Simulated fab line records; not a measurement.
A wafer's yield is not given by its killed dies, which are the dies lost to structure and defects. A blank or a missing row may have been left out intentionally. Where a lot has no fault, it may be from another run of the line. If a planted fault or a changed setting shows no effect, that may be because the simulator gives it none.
The tool behind it: which one? || flow n5Finfet || 24 wafers from 8 lots sampled at 5 of the route's 1938 steps

## WHAT EACH GAUGE READ, for each wafer
N5_BEOL_M4_RC_MEAS_101. Usual: DIBL_N 36.0 mV/V, standard deviation 1.8; DIBL_P 36.3 mV/V, standard deviation 2.4; IOFF_N 0.16 nA/um, standard deviation 0.035; IOFF_N_85C 3.0 nA/um, standard deviation 0.57; IOFF_N_LIN 0.072 nA/um, standard deviation 0.013; IOFF_P 0.21 nA/um, standard deviation 0.036; ION_N 673 uA/um, standard deviation 13; ION_P 461 uA/um, standard deviation 7.2; REXT_N 75.3 ohm.um, standard deviation 1.6; REXT_P 100.4 ohm.um, standard deviation 2; SS_N 71.4 mV/dec, standard deviation 0.6; SS_P 73.2 mV/dec, standard deviation 0.7; VT_N 250 mV, standard deviation 4; VT_N_LVT 99 mV, standard deviation 4; VT_P -250.9 mV, standard deviation 2.9.
{"lot": "L394", "measured": "day 9 10:52", "on": "prober-02", "DIBL_N (mV/V)": "33.9 37.5 35.4", "DIBL_P (mV/V)": "34.9 37.1 36.2", "IOFF_N (nA/um)": "0.13 0.19 0.15", "IOFF_N_85C (nA/um)": "2.6 3.5 2.9", "IOFF_N_LIN (nA/um)": "0.062 0.077 0.069", "IOFF_P (nA/um)": "0.17 0.20 0.19", "ION_N (uA/um)": "674 668 678", "ION_P (uA/um)": "461 455 470", "REXT_N (ohm.um)": "75.3 73.3 72.9", "REXT_P (ohm.um)": "102.5 103.3 101.7", "SS_N (mV/dec)": "70.4 72.0 71.5", "SS_P (mV/dec)": "73.2 73.4 73.2", "VT_N (mV)": "254 248 249", "VT_N_LVT (mV)": "100 96 97", "VT_P (mV)": "-250.4 -251.0 -250.7", "flag": ""}
{"lot": "L402", "measured": "day 11 08:05", "on": "prober-01", "DIBL_N (mV/V)": "44.9 48.6 48.2", "DIBL_P (mV/V)": "35.7 40.8 42.0", "IOFF_N (nA/um)": "0.33 0.56 0.51", "IOFF_N_85C (nA/um)": "5.6 8.9 8.1", "IOFF_N_LIN (nA/um)": "0.109 0.164 0.165", "IOFF_P (nA/um)": "0.21 0.32 0.34", "ION_N (uA/um)": "711 723 725", "ION_P (uA/um)": "463 469 473", "REXT_N (ohm.um)": "64.8 65.5 66.1", "REXT_P (ohm.um)": "93.6 93.9 92.7", "SS_N (mV/dec)": "73.9 75.7 74.3", "SS_P (mV/dec)": "73.6 73.6 74.6", "VT_N (mV)": "241 235 235", "VT_N_LVT (mV)": "94 85 86", "VT_P (mV)": "-249.6 -243.4 -243.5", "flag": "OFF"}
{"lot": "L403", "measured": "day 11 10:07", "on": "prober-01", "DIBL_N (mV/V)": "44.4 41.7 44.4", "DIBL_P (mV/V)": "37.2 35.6 37.0", "IOFF_N (nA/um)": "0.35 0.28 0.37", "IOFF_N_85C (nA/um)": "6.0 4.9 6.2", "IOFF_N_LIN (nA/um)": "0.133 0.113 0.134", "IOFF_P (nA/um)": "0.26 0.23 0.25", "ION_N (uA/um)": "737 720 729", "ION_P (uA/um)": "483 469 476", "REXT_N (ohm.um)": "66.5 67.2 66.2", "REXT_P (ohm.um)": "90.8 91.2 91.2", "SS_N (mV/dec)": "73.1 72.5 73.1", "SS_P (mV/dec)": "73.2 72.8 73.0", "VT_N (mV)": "238 239 238", "VT_N_LVT (mV)": "86 89 85", "VT_P (mV)": "-245.1 -244.7 -247.1", "flag": "OFF"}
{"lot": "L404", "measured": "day 11 10:08", "on": "prober-02", "DIBL_N (mV/V)": "44.2 46.1 42.4", "DIBL_P (mV/V)": "37.0 38.4 36.2", "IOFF_N (nA/um)": "0.38 0.49 0.31", "IOFF_N_85C (nA/um)": "6.3 8.0 5.4", "IOFF_N_LIN (nA/um)": "0.140 0.159 0.125", "IOFF_P (nA/um)": "0.28 0.31 0.26", "ION_N (uA/um)": "726 728 726", "ION_P (uA/um)": "480 474 476", "REXT_N (ohm.um)": "65.6 65.0 65.2", "REXT_P (ohm.um)": "94.1 94.6 92.9", "SS_N (mV/dec)": "73.8 74.7 72.7", "SS_P (mV/dec)": "73.7 73.7 73.3", "VT_N (mV)": "237 236 236", "VT_N_LVT (mV)": "86 84 87", "VT_P (mV)": "-242.1 -245.1 -244.9", "flag": "OFF"}
{"lot": "L407", "measured": "day 12 16:12", "on": "prober-02", "DIBL_N (mV/V)": "35.5 34.0 36.1", "DIBL_P (mV/V)": "37.7 35.7 37.6", "IOFF_N (nA/um)": "0.18 0.14 0.17", "IOFF_N_85C (nA/um)": "3.3 2.8 3.3", "IOFF_N_LIN (nA/um)": "0.080 0.069 0.078", "IOFF_P (nA/um)": "0.22 0.19 0.23", "ION_N (uA/um)": "683 682 680", "ION_P (uA/um)": "467 469 457", "REXT_N (ohm.um)": "75.2 74.9 74.9", "REXT_P (ohm.um)": "100.3 98.7 98.6", "SS_N (mV/dec)": "70.6 71.1 71.8", "SS_P (mV/dec)": "73.8 72.9 73.7", "VT_N (mV)": "247 251 247", "VT_N_LVT (mV)": "94 97 95", "VT_P (mV)": "-248.6 -251.5 -248.3", "flag": ""}
{"lot": "L408", "measured": "day 12 22:46", "on": "prober-01", "DIBL_N (mV/V)": "37.1 35.1 37.7", "DIBL_P (mV/V)": "38.5 35.2 38.7", "IOFF_N (nA/um)": "0.16 0.12 0.17", "IOFF_N_85C (nA/um)": "3.1 2.5 3.3", "IOFF_N_LIN (nA/um)": "0.074 0.059 0.077", "IOFF_P (nA/um)": "0.23 0.20 0.24", "ION_N (uA/um)": "678 664 680", "ION_P (uA/um)": "465 463 470", "REXT_N (ohm.um)": "74.1 74.8 74.4", "REXT_P (ohm.um)": "99.6 100.0 99.7", "SS_N (mV/dec)": "71.7 71.3 71.9", "SS_P (mV/dec)": "73.3 72.1 73.4", "VT_N (mV)": "251 257 250", "VT_N_LVT (mV)": "99 104 98", "VT_P (mV)": "-248.7 -251.2 -249.4", "flag": ""}
{"lot": "L409", "measured": "day 12 17:22", "on": "prober-01", "DIBL_N (mV/V)": "39.2 34.6 35.4", "DIBL_P (mV/V)": "40.2 35.4 35.4", "IOFF_N (nA/um)": "0.21 0.13 0.13", "IOFF_N_85C (nA/um)": "3.9 2.6 2.6", "IOFF_N_LIN (nA/um)": "0.092 0.063 0.062", "IOFF_P (nA/um)": "0.26 0.18 0.19", "ION_N (uA/um)": "685 673 662", "ION_P (uA/um)": "468 462 455", "REXT_N (ohm.um)": "75.2 74.8 76.7", "REXT_P (ohm.um)": "100.7 101.5 99.9", "SS_N (mV/dec)": "71.6 71.3 71.5", "SS_P (mV/dec)": "74.1 73.0 73.3", "VT_N (mV)": "246 254 254", "VT_N_LVT (mV)": "98 102 103", "VT_P (mV)": "-249.3 -252.8 -252.0", "flag": ""}
{"lot": "L413", "measured": "day 14 06:26", "on": "prober-01", "DIBL_N (mV/V)": "37.2 37.9 39.3", "DIBL_P (mV/V)": "37.1 36.6 38.0", "IOFF_N (nA/um)": "0.16 0.16 0.20", "IOFF_N_85C (nA/um)": "3.1 3.1 3.7", "IOFF_N_LIN (nA/um)": "0.075 0.077 0.089", "IOFF_P (nA/um)": "0.21 0.21 0.25", "ION_N (uA/um)": "673 681 687", "ION_P (uA/um)": "457 461 464", "REXT_N (ohm.um)": "75.7 74.3 73.9", "REXT_P (ohm.um)": "105.0 103.5 105.2", "SS_N (mV/dec)": "71.4 72.1 72.2", "SS_P (mV/dec)": "73.4 74.0 73.7", "VT_N (mV)": "250 250 247", "VT_N_LVT (mV)": "101 100 98", "VT_P (mV)": "-252.4 -252.9 -246.7", "flag": ""}

## TOOL THAT RAN EACH LOT (tool first, then ch and the chambers of the sampled wafers, then the start)
{"lot": "L394", "N5_SD_EPI_P_ETCH_36": "rieDiel-04 ch 0,1,3, day 4 07:41", "N5_SD_ACTIVATION_RTA_00": "rtpAnneal-02 ch 0, day 4 12:15", "N5_ILD0_LINER_00": "aldSin-04 ch 0,1,3, day 4 13:31", "N5_ILD0_CMP_03": "cmp-01 ch 0,1,3, day 4 15:53"}
{"lot": "L402", "N5_SD_EPI_P_ETCH_36": "rieDiel-04 ch 1,2, day 6 05:05", "N5_SD_ACTIVATION_RTA_00": "rtpAnneal-02 ch 0, day 6 08:50", "N5_ILD0_LINER_00": "aldSin-04 ch 0,2,3, day 6 09:53", "N5_ILD0_CMP_03": "cmp-04 ch 1,2, day 6 12:18"}
{"lot": "L403", "N5_SD_EPI_P_ETCH_36": "rieDiel-04 ch 0,1, day 6 13:16", "N5_SD_ACTIVATION_RTA_00": "rtpAnneal-02 ch 0, day 6 16:58", "N5_ILD0_LINER_00": "aldSin-01 ch 2,3, day 6 17:50", "N5_ILD0_CMP_03": "cmp-02 ch 1,2,3, day 6 20:12"}
{"lot": "L404", "N5_SD_EPI_P_ETCH_36": "rieDiel-04 ch 0,2,3, day 6 17:54", "N5_SD_ACTIVATION_RTA_00": "rtpAnneal-02 ch 0, day 6 21:38", "N5_ILD0_LINER_00": "aldSin-01 ch 1,3, day 6 22:24", "N5_ILD0_CMP_03": "cmp-01 ch 0,1,3, day 7 00:46"}
{"lot": "L407", "N5_SD_EPI_P_ETCH_36": "rieDiel-03 ch 0,2,3, day 7 10:52", "N5_SD_ACTIVATION_RTA_00": "rtpAnneal-01 ch 0, day 7 15:53", "N5_ILD0_LINER_00": "aldSin-01 ch 0,1, day 7 16:35", "N5_ILD0_CMP_03": "cmp-01 ch 2,3, day 7 19:01"}
{"lot": "L408", "N5_SD_EPI_P_ETCH_36": "rieDiel-03 ch 0,1,3, day 7 19:55", "N5_SD_ACTIVATION_RTA_00": "rtpAnneal-01 ch 0, day 7 23:40", "N5_ILD0_LINER_00": "aldSin-04 ch 1,3, day 8 00:24", "N5_ILD0_CMP_03": "cmp-02 ch 1,3, day 8 02:49"}
{"lot": "L409", "N5_SD_EPI_P_ETCH_36": "rieDiel-02 ch 2,3, day 8 01:34", "N5_SD_ACTIVATION_RTA_00": "rtpAnneal-01 ch 0, day 8 05:55", "N5_ILD0_LINER_00": "aldSin-04 ch 0,1,2, day 8 06:48", "N5_ILD0_CMP_03": "cmp-04 ch 1,3, day 8 09:12"}
{"lot": "L413", "N5_SD_EPI_P_ETCH_36": "rieDiel-04 ch 1,2,3, day 9 01:14", "N5_SD_ACTIVATION_RTA_00": "rtpAnneal-02 ch 0, day 9 05:53", "N5_ILD0_LINER_00": "aldSin-03 ch 0,2, day 9 06:41", "N5_ILD0_CMP_03": "cmp-01 ch 0,1, day 9 09:03"}
- N5_SD_EPI_P_ETCH_36: etches SiARC in CF4, target depth 45.5 nm, time 75.8 s.
- N5_SD_ACTIVATION_RTA_00: time 0 s.
- N5_ILD0_LINER_00: material SiNx, target thk 4 nm, pulse time 1 s, purge time 2 s.
- N5_ILD0_CMP_03: polishes, stops on SiNx, t overpolish 1.9 s, target thk 197.38 nm.

## AS READ BY THE TOOLS THEMSELVES (means over the sampled wafers that have a number; for cases with no such wafer, the mark the record gives instead)
N5_SD_EPI_P_ETCH_36. Usual: biasW 35.99 W, standard deviation 0.11; chamberPressureMTorr 40.00 mTorr, standard deviation 0.047; drypumpMotorCurrentA 5.7 A, standard deviation 0.38; etchRfOnTimeS 76.4 s, standard deviation 1.5; oesProductAu 0.65 a.u., standard deviation 0.061; rfVppV 184.2 V, standard deviation 1.2; showerheadPlenumPTorr 2.15 Torr, standard deviation 0.076; throttleValvePct 15.64 %, standard deviation 0.16.
{"lot": "L394", "tool": "rieDiel-04", "biasW (W)": 36.03, "chamberPressureMTorr (mTorr)": 39.96, "drypumpMotorCurrentA (A)": 5.7, "etchRfOnTimeS (s)": 76.6, "oesProductAu (a.u.)": 0.66, "rfVppV (V)": 184.7, "showerheadPlenumPTorr (Torr)": 2.18, "throttleValvePct (%)": 15.65, "flag": ""}
{"lot": "L402", "tool": "rieDiel-04", "biasW (W)": 35.95, "chamberPressureMTorr (mTorr)": 40.02, "drypumpMotorCurrentA (A)": 5.4, "etchRfOnTimeS (s)": 77.3, "oesProductAu (a.u.)": 0.59, "rfVppV (V)": 184.6, "showerheadPlenumPTorr (Torr)": 2.18, "throttleValvePct (%)": 15.68, "flag": ""}
{"lot": "L403", "tool": "rieDiel-04", "biasW (W)": 36.05, "chamberPressureMTorr (mTorr)": 40.02, "drypumpMotorCurrentA (A)": 5.4, "etchRfOnTimeS (s)": 76.8, "oesProductAu (a.u.)": 0.60, "rfVppV (V)": 183.6, "showerheadPlenumPTorr (Torr)": 2.09, "throttleValvePct (%)": 15.77, "flag": ""}
{"lot": "L404", "tool": "rieDiel-04", "biasW (W)": 35.97, "chamberPressureMTorr (mTorr)": 39.99, "drypumpMotorCurrentA (A)": 5.9, "etchRfOnTimeS (s)": 77.7, "oesProductAu (a.u.)": 0.66, "rfVppV (V)": 184.6, "showerheadPlenumPTorr (Torr)": 2.15, "throttleValvePct (%)": 15.67, "flag": ""}
{"lot": "L407", "tool": "rieDiel-03", "biasW (W)": 36.03, "chamberPressureMTorr (mTorr)": 40.03, "drypumpMotorCurrentA (A)": 5.8, "etchRfOnTimeS (s)": 77.1, "oesProductAu (a.u.)": 0.66, "rfVppV (V)": 184.7, "showerheadPlenumPTorr (Torr)": 2.12, "throttleValvePct (%)": 15.56, "flag": ""}
{"lot": "L408", "tool": "rieDiel-03", "biasW (W)": 35.98, "chamberPressureMTorr (mTorr)": 40.00, "drypumpMotorCurrentA (A)": 5.7, "etchRfOnTimeS (s)": 76.7, "oesProductAu (a.u.)": 0.67, "rfVppV (V)": 183.6, "showerheadPlenumPTorr (Torr)": 2.15, "throttleValvePct (%)": 15.46, "flag": ""}
{"lot": "L409", "tool": "rieDiel-02", "biasW (W)": 35.98, "chamberPressureMTorr (mTorr)": 40.00, "drypumpMotorCurrentA (A)": 5.2, "etchRfOnTimeS (s)": 73.8, "oesProductAu (a.u.)": 0.65, "rfVppV (V)": 183.1, "showerheadPlenumPTorr (Torr)": 2.08, "throttleValvePct (%)": 15.94, "flag": ""}
{"lot": "L413", "tool": "rieDiel-04", "biasW (W)": 35.99, "chamberPressureMTorr (mTorr)": 40.02, "drypumpMotorCurrentA (A)": 5.8, "etchRfOnTimeS (s)": 77.1, "oesProductAu (a.u.)": 0.64, "rfVppV (V)": 184.8, "showerheadPlenumPTorr (Torr)": 2.20, "throttleValvePct (%)": 15.67, "flag": ""}

N5_SD_ACTIVATION_RTA_00. Usual: lampPowerPct 8.96 %, standard deviation 0.053; lamp_zone_1_pct 8.952 %, standard deviation 0.022; lamp_zone_2_pct 8.953 %, standard deviation 0.026; lamp_zone_3_pct 8.951 %, standard deviation 0.026; lamp_zone_4_pct 8.951 %, standard deviation 0.026; lamp_zone_5_pct 8.955 %, standard deviation 0.022; lamp_zone_6_pct 8.873 %, standard deviation 0.026; lamp_zone_7_pct 9.352 %, standard deviation 0.025; wafer_temp_C_max 975.1, standard deviation 2.
{"lot": "L394", "tool": "rtpAnneal-02", "lampPowerPct (%)": 8.97, "lamp_zone_1_pct (%)": 8.938, "lamp_zone_2_pct (%)": 8.946, "lamp_zone_3_pct (%)": 8.942, "lamp_zone_4_pct (%)": 8.952, "lamp_zone_5_pct (%)": 8.979, "lamp_zone_6_pct (%)": 8.875, "lamp_zone_7_pct (%)": 9.341, "wafer_temp_C_max": 975.6, "flag": ""}
{"lot": "L402", "tool": "rtpAnneal-02", "lampPowerPct (%)": 9.27, "lamp_zone_1_pct (%)": 9.300, "lamp_zone_2_pct (%)": 9.325, "lamp_zone_3_pct (%)": 9.279, "lamp_zone_4_pct (%)": 9.303, "lamp_zone_5_pct (%)": 9.309, "lamp_zone_6_pct (%)": 9.195, "lamp_zone_7_pct (%)": 9.708, "wafer_temp_C_max": 975.6, "flag": "OFF"}
{"lot": "L403", "tool": "rtpAnneal-02", "lampPowerPct (%)": 9.30, "lamp_zone_1_pct (%)": 9.303, "lamp_zone_2_pct (%)": 9.256, "lamp_zone_3_pct (%)": 9.276, "lamp_zone_4_pct (%)": 9.285, "lamp_zone_5_pct (%)": 9.300, "lamp_zone_6_pct (%)": 9.217, "lamp_zone_7_pct (%)": 9.729, "wafer_temp_C_max": 974.1, "flag": "OFF"}
{"lot": "L404", "tool": "rtpAnneal-02", "lampPowerPct (%)": 9.32, "lamp_zone_1_pct (%)": 9.302, "lamp_zone_2_pct (%)": 9.283, "lamp_zone_3_pct (%)": 9.310, "lamp_zone_4_pct (%)": 9.314, "lamp_zone_5_pct (%)": 9.299, "lamp_zone_6_pct (%)": 9.192, "lamp_zone_7_pct (%)": 9.715, "wafer_temp_C_max": 974.8, "flag": "OFF"}
{"lot": "L407", "tool": "rtpAnneal-01", "lampPowerPct (%)": 9.02, "lamp_zone_1_pct (%)": 8.955, "lamp_zone_2_pct (%)": 8.953, "lamp_zone_3_pct (%)": 8.975, "lamp_zone_4_pct (%)": 8.967, "lamp_zone_5_pct (%)": 8.953, "lamp_zone_6_pct (%)": 8.921, "lamp_zone_7_pct (%)": 9.351, "wafer_temp_C_max": 976.2, "flag": ""}
{"lot": "L408", "tool": "rtpAnneal-01", "lampPowerPct (%)": 8.96, "lamp_zone_1_pct (%)": 8.961, "lamp_zone_2_pct (%)": 8.962, "lamp_zone_3_pct (%)": 8.951, "lamp_zone_4_pct (%)": 8.956, "lamp_zone_5_pct (%)": 8.944, "lamp_zone_6_pct (%)": 8.863, "lamp_zone_7_pct (%)": 9.351, "wafer_temp_C_max": 975.8, "flag": ""}
{"lot": "L409", "tool": "rtpAnneal-01", "lampPowerPct (%)": 8.98, "lamp_zone_1_pct (%)": 8.938, "lamp_zone_2_pct (%)": 8.921, "lamp_zone_3_pct (%)": 8.989, "lamp_zone_4_pct (%)": 8.944, "lamp_zone_5_pct (%)": 8.957, "lamp_zone_6_pct (%)": 8.883, "lamp_zone_7_pct (%)": 9.372, "wafer_temp_C_max": 976.4, "flag": ""}
{"lot": "L413", "tool": "rtpAnneal-02", "lampPowerPct (%)": 8.95, "lamp_zone_1_pct (%)": 8.970, "lamp_zone_2_pct (%)": 8.952, "lamp_zone_3_pct (%)": 8.925, "lamp_zone_4_pct (%)": 8.953, "lamp_zone_5_pct (%)": 8.944, "lamp_zone_6_pct (%)": 8.876, "lamp_zone_7_pct (%)": 9.360, "wafer_temp_C_max": 974.0, "flag": ""}

N5_ILD0_LINER_00. Usual: heaterPowerW 880 W, standard deviation 67; precursorPulseHeightRel 1.000, standard deviation 0.024.
{"lot": "L394", "tool": "aldSin-04", "heaterPowerW (W)": 864, "precursorPulseHeightRel": 0.994, "flag": ""}
{"lot": "L402", "tool": "aldSin-04", "heaterPowerW (W)": 894, "precursorPulseHeightRel": 1.000, "flag": ""}
{"lot": "L403", "tool": "aldSin-01", "heaterPowerW (W)": 898, "precursorPulseHeightRel": 1.010, "flag": ""}
{"lot": "L404", "tool": "aldSin-01", "heaterPowerW (W)": 905, "precursorPulseHeightRel": 1.002, "flag": ""}
{"lot": "L407", "tool": "aldSin-01", "heaterPowerW (W)": 804, "precursorPulseHeightRel": 0.986, "flag": ""}
{"lot": "L408", "tool": "aldSin-04", "heaterPowerW (W)": 823, "precursorPulseHeightRel": 1.001, "flag": ""}
{"lot": "L409", "tool": "aldSin-04", "heaterPowerW (W)": 858, "precursorPulseHeightRel": 0.999, "flag": ""}
{"lot": "L413", "tool": "aldSin-03", "heaterPowerW (W)": 908, "precursorPulseHeightRel": 0.993, "flag": ""}

N5_ILD0_CMP_03. Usual: motorCurrentA 12.1 A, standard deviation 1.5; overpolishRunS 1.900 s, standard deviation 0.0092; slurryFilterDpKPa 13.50 kPa, standard deviation 0.13; timeToEndpointS 70 s, standard deviation 3.2.
{"lot": "L394", "tool": "cmp-01", "motorCurrentA (A)": 12.7, "overpolishRunS (s)": 1.896, "slurryFilterDpKPa (kPa)": 13.53, "timeToEndpointS (s)": 68, "flag": ""}
{"lot": "L402", "tool": "cmp-04", "motorCurrentA (A)": 12.1, "overpolishRunS (s)": 1.898, "slurryFilterDpKPa (kPa)": 13.49, "timeToEndpointS (s)": 65, "flag": ""}
{"lot": "L403", "tool": "cmp-02", "motorCurrentA (A)": 10.8, "overpolishRunS (s)": 1.896, "slurryFilterDpKPa (kPa)": 13.61, "timeToEndpointS (s)": 69, "flag": ""}
{"lot": "L404", "tool": "cmp-01", "motorCurrentA (A)": 12.8, "overpolishRunS (s)": 1.895, "slurryFilterDpKPa (kPa)": 13.48, "timeToEndpointS (s)": 73, "flag": ""}
{"lot": "L407", "tool": "cmp-01", "motorCurrentA (A)": 13.6, "overpolishRunS (s)": 1.897, "slurryFilterDpKPa (kPa)": 13.51, "timeToEndpointS (s)": 69, "flag": ""}
{"lot": "L408", "tool": "cmp-02", "motorCurrentA (A)": 10.6, "overpolishRunS (s)": 1.898, "slurryFilterDpKPa (kPa)": 13.52, "timeToEndpointS (s)": 68, "flag": ""}
{"lot": "L409", "tool": "cmp-04", "motorCurrentA (A)": 13.2, "overpolishRunS (s)": 1.899, "slurryFilterDpKPa (kPa)": 13.69, "timeToEndpointS (s)": 72, "flag": ""}
{"lot": "L413", "tool": "cmp-01", "motorCurrentA (A)": 12.3, "overpolishRunS (s)": 1.904, "slurryFilterDpKPa (kPa)": 13.60, "timeToEndpointS (s)": 67, "flag": ""}

## THE ANSWER, worked out from the rows above alone
Rule: a lot counts as off when the mean over its wafers that have a number is more than 3 standard deviations away from the usual mean. A lot without any number at a reading at which 4 lots or more have one is off too. Where the step has rows for the other lots, those lots are counted as sound. First the gauges in route order, then the tools' own readings, where a lot's mean is used as printed above. The first step at which some lot is off is used, and at that step the reading that is off furthest; a lot without a number counts as furthest.
Off: L402, L403, L404, seen at N5_BEOL_M4_RC_MEAS_101 (IOFF_N).
If a tool, at a process step before that reading, ran all the lots that are off and no sound lot after the first of them, it fits. Not tried: the gauges at N5_BEOL_M4_RC_MEAS_101; whatever is off there is also off at N5_SD_ACTIVATION_RTA_00, on other tools, and gauge error can't account for it. Of those tried, none fits.

## WHAT THE SIMULATOR PUT IN
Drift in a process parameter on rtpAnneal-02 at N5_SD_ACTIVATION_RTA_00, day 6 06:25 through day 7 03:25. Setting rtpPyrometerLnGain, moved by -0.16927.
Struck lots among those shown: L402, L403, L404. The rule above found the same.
